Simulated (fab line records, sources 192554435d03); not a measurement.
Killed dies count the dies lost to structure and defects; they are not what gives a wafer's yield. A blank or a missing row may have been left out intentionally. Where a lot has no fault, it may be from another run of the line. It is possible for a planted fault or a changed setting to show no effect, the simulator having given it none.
Split-lot study    flow n5Finfet    route with 1938 steps; 7 lots, 39 wafers read

== ABOUT THE SPLIT ==
At N5_FIN_CUT_CUT_ETCH_15 (etches Si in HBr/Cl2/O2, target depth 100 nm, bt time 10 s, time 42.4 s), the setting targetDepthA was moved away from the recipe's 1000 angstrom on 15 of the 39 wafers read, by -12.0% to +8.0%. This setting was run at the recipe's value on the other wafers.

The reading comes from the split's own step.

== THE READING ==
SOC_of_FIN_CUT_COAT_18.thkNm (the simulator's own value, which no gauge read), in nm, at N5_FIN_CUT_CUT_ETCH_15 (etches Si in HBr/Cl2/O2, target depth 100 nm, bt time 10 s, time 42.4 s). There is no usual value for it anywhere in the file. Across the 24 wafers here that went through the recipe, the average is 170.3 nm and the standard deviation 0.77 nm.

wafer   tool, chamber at the split  targetDepthA as run, angstrom  against the recipe  SOC_of_FIN_CUT_COAT_18.thkNm, nm  against lot-mates on the recipe
L075.1  rieSi-01, 2                 1000                           recipe              170.2                             -
L075.2  rieSi-01, 3                 1000                           recipe              170.2                             -
L075.3  rieSi-01, 0                 1063                           +6.3%               169                               -1.1
L075.4  rieSi-01, 1                 1063                           +6.3%               168                               -2.1
L075.5  rieSi-01, 2                 1063                           +6.3%               167.4                             -2.7
L075.6  rieSi-01, 1                 1000                           recipe              170                               -
L076.1  rieSi-06, 3                 880.1                          -12.0%              174                               +4.5
L076.2  rieSi-06, 1                 1000                           recipe              169                               -
L076.3  rieSi-06, 0                 1000                           recipe              169.6                             -
L076.4  rieSi-06, 2                 1000                           recipe              169.8                             -
L076.5  rieSi-06, 1                 880.1                          -12.0%              174.4                             +4.9
L076.6  rieSi-06, 2                 880.1                          -12.0%              174.4                             +4.9
L082.1  rieSi-02, 3                 1000                           recipe              171                               -
L082.2  rieSi-02, 1                 1080                           +8.0%               168.4                             -2.7
L082.3  rieSi-02, 2                 1080                           +8.0%               168.4                             -2.7
L082.4  rieSi-02, 0                 1000                           recipe              171.4                             -
L082.5  rieSi-02, 3                 1080                           +8.0%               168.4                             -2.7
L082.6  rieSi-02, 0                 1000                           recipe              171                               -
L084.2  rieSi-02, 3                 1000                           recipe              170.2                             -
L084.5  rieSi-02, 1                 1000                           recipe              171.4                             -
L084.6  rieSi-02, 0                 1000                           recipe              171.6                             -
L085.1  rieSi-01, 1                 1000                           recipe              170                               -
L085.2  rieSi-01, 3                 1000                           recipe              170.8                             -
L085.3  rieSi-01, 0                 1000                           recipe              170.4                             -
L085.4  rieSi-01, 1                 1000                           recipe              170.8                             -
L085.5  rieSi-01, 0                 1000                           recipe              170.8                             -
L085.6  rieSi-01, 3                 1000                           recipe              169.8                             -
L090.1  rieSi-01, 1                 894.9                          -10.5%              176                               +5.6
L090.2  rieSi-01, 3                 1000                           recipe              170                               -
L090.3  rieSi-01, 2                 894.9                          -10.5%              173.8                             +3.4
L090.4  rieSi-01, 1                 894.9                          -10.5%              175.6                             +5.2
L090.5  rieSi-01, 3                 1000                           recipe              169.6                             -
L090.6  rieSi-01, 2                 1000                           recipe              171.6                             -
L097.1  rieSi-01, 1                 1053                           +5.3%               167.6                             -2.0
L097.2  rieSi-01, 2                 1053                           +5.3%               167.2                             -2.4
L097.3  rieSi-01, 0                 1000                           recipe              170.4                             -
L097.4  rieSi-01, 3                 1053                           +5.3%               166.2                             -3.4
L097.5  rieSi-01, 1                 1000                           recipe              168.6                             -
L097.6  rieSi-01, 0                 1000                           recipe              169.8                             -

THE FIT
A straight line over all 39 wafers: SOC_of_FIN_CUT_COAT_18.thkNm changes by -0.375 nm for each +1% of targetDepthA; r = -0.92; the points scatter about the line by 0.92 nm.
The same after taking each lot's own level away (the mean of its wafers on the recipe; 39 wafers): -0.402 nm for each +1%; r = -0.96; scatter 0.63 nm.
That fit puts the effect of the largest move of targetDepthA on the reading at 4.8 nm.
The lots' own levels span 169.47 to 171.13 nm, that is 2.2 times the standard deviation above.
The two slopes agree, so the slope changes little with the lot-to-lot level.
Check: for one of the wafers moved furthest among these (-12.0%), held out of the fit, the line's prediction against its lot-mates is +4.97 nm. Against them it came out at +4.53 nm.

== FURTHER SPLITS ON THESE WAFERS ==
Before the reading, these wafers also passed through other splits. Each is held against what the fit with the lots' levels taken away leaves over:
other split on the same wafers  wafers away from the commonest value  r with SOC_of_FIN_CUT_COAT_18.thkNm (lot level and that fit taken away)
N5_WELL_APT_EXPOSE_22 doseMj    18                                    -0.24
N5_FIN_SAQP_ALD_61 tempC        9                                     -0.25

== THE WHOLE CHAIN: every reading that the file lists as answering this split, in the file's order ==
step                    what it does                                                             reading                                                                        change (the file's fit)                r (the file's)
N5_FIN_CUT_CUT_ETCH_15  etches Si in HBr/Cl2/O2, target depth 100 nm, bt time 10 s, time 42.4 s  etch.depthNm (the simulator's own value, which no gauge read)                  +1.04 nm for each +1% of the setting   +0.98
N5_FIN_CUT_CUT_ETCH_15  etches Si in HBr/Cl2/O2, target depth 100 nm, bt time 10 s, time 42.4 s  FIN_CUT.featureDepthNm (the simulator's own value, which no gauge read)        +1.04 nm for each +1% of the setting   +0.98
N5_FIN_CUT_CUT_ETCH_15  etches Si in HBr/Cl2/O2, target depth 100 nm, bt time 10 s, time 42.4 s  SOC_of_FIN_CUT_COAT_18.thkNm (the simulator's own value, which no gauge read)  -0.403 nm for each +1% of the setting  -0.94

== THE FILE'S OWN FIT ==
SOC_of_FIN_CUT_COAT_18.thkNm changes by -0.403 nm for each +1% of targetDepthA, r = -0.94.
